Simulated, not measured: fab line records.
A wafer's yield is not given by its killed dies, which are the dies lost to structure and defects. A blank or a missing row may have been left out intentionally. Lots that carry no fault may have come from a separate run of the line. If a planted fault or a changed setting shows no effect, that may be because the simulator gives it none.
Matching of chambers || flow nand_harc || NHARC_A_STAIRCASE_DEP_471 on pecvd-04 has 3 sister chambers
The step deposits SiO2, target thk 100 nm. 14 wafers are shown with their chamber, then 7 later ones without.

WAFERS, EACH WITH ITS CHAMBER
{"wafer": "L075.4", "chamber": 2, "throttle_valve_pct (%)": 16.1, "heater_power_w (W)": 552}
{"wafer": "L075.5", "chamber": 0, "throttle_valve_pct (%)": 16.6, "heater_power_w (W)": 582}
{"wafer": "L075.6", "chamber": 1, "throttle_valve_pct (%)": 15.9, "heater_power_w (W)": 369}
{"wafer": "L080.1", "chamber": 2, "throttle_valve_pct (%)": 16.4, "heater_power_w (W)": 479}
{"wafer": "L080.2", "chamber": 1, "throttle_valve_pct (%)": 15.9, "heater_power_w (W)": 410}
{"wafer": "L080.4", "chamber": 1, "throttle_valve_pct (%)": 15.5, "heater_power_w (W)": 415}
{"wafer": "L087.1", "chamber": 1, "throttle_valve_pct (%)": 15.7, "heater_power_w (W)": 410}
{"wafer": "L087.5", "chamber": 2, "throttle_valve_pct (%)": 16.5, "heater_power_w (W)": 570}
{"wafer": "L087.6", "chamber": 0, "throttle_valve_pct (%)": 16.7, "heater_power_w (W)": 509}
{"wafer": "L088.2", "chamber": 1, "throttle_valve_pct (%)": 15.7, "heater_power_w (W)": 454}
{"wafer": "L088.3", "chamber": 1, "throttle_valve_pct (%)": 15.9, "heater_power_w (W)": 471}
{"wafer": "L088.6", "chamber": 1, "throttle_valve_pct (%)": 15.9, "heater_power_w (W)": 466}
{"wafer": "L089.1", "chamber": 0, "throttle_valve_pct (%)": 16.6, "heater_power_w (W)": 490}
{"wafer": "L089.5", "chamber": 0, "throttle_valve_pct (%)": 16.6, "heater_power_w (W)": 494}

SIGNATURES (averages over the wafers above)
{"reading": "throttle_valve_pct", "chamber 0": 16.625, "chamber 1": 15.786, "chamber 2": 16.333, "scatter within a chamber": 0.149}
{"reading": "heater_power_w", "chamber 0": 518.75, "chamber 1": 427.86, "chamber 2": 533.67, "scatter within a chamber": 41}
Rule: for a wafer and a chamber, the distance is found by dividing, reading by reading, the gap between the wafer's reading and the chamber's mean by the reading's scatter, squaring, summing and taking the root. If the next closest chamber is less than 2 further off than the closest, the wafer can't be placed; otherwise it belongs to the closest. The scatter: the root of (the sum of the squares of (reading less its chamber's mean) over the shown wafers, divided by (wafers less chambers)).

WAFERS WITH NO CHAMBER GIVEN
{"wafer": "L089.6", "throttle_valve_pct (%)": 16.0, "heater_power_w (W)": 435}
{"wafer": "L092.1", "throttle_valve_pct (%)": 16.6, "heater_power_w (W)": 607}
{"wafer": "L092.3", "throttle_valve_pct (%)": 15.8, "heater_power_w (W)": 454}
{"wafer": "L092.5", "throttle_valve_pct (%)": 16.7, "heater_power_w (W)": 630}
{"wafer": "L097.1", "throttle_valve_pct (%)": 16.5, "heater_power_w (W)": 596}
{"wafer": "L097.3", "throttle_valve_pct (%)": 15.5, "heater_power_w (W)": 530}
{"wafer": "L097.4", "throttle_valve_pct (%)": 16.4, "heater_power_w (W)": 582}

EACH ONE'S CHAMBER
{"wafer": "L089.6", "from the rows above": "can't be placed: 1 or 2", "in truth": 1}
{"wafer": "L092.1", "from the rows above": "can't be placed: 0 or 2", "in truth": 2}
{"wafer": "L092.3", "from the rows above": 1, "in truth": 1}
{"wafer": "L092.5", "from the rows above": "can't be placed: 0 or 2", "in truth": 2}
{"wafer": "L097.1", "from the rows above": "can't be placed: 2 or 0", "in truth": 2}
{"wafer": "L097.3", "from the rows above": 1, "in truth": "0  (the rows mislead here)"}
{"wafer": "L097.4", "from the rows above": "can't be placed: 2 or 0", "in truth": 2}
Correctly placed: 1 of 7. Not placeable from these rows: 5 (in 5, the candidates include the true chamber). Placed wrongly: 1.
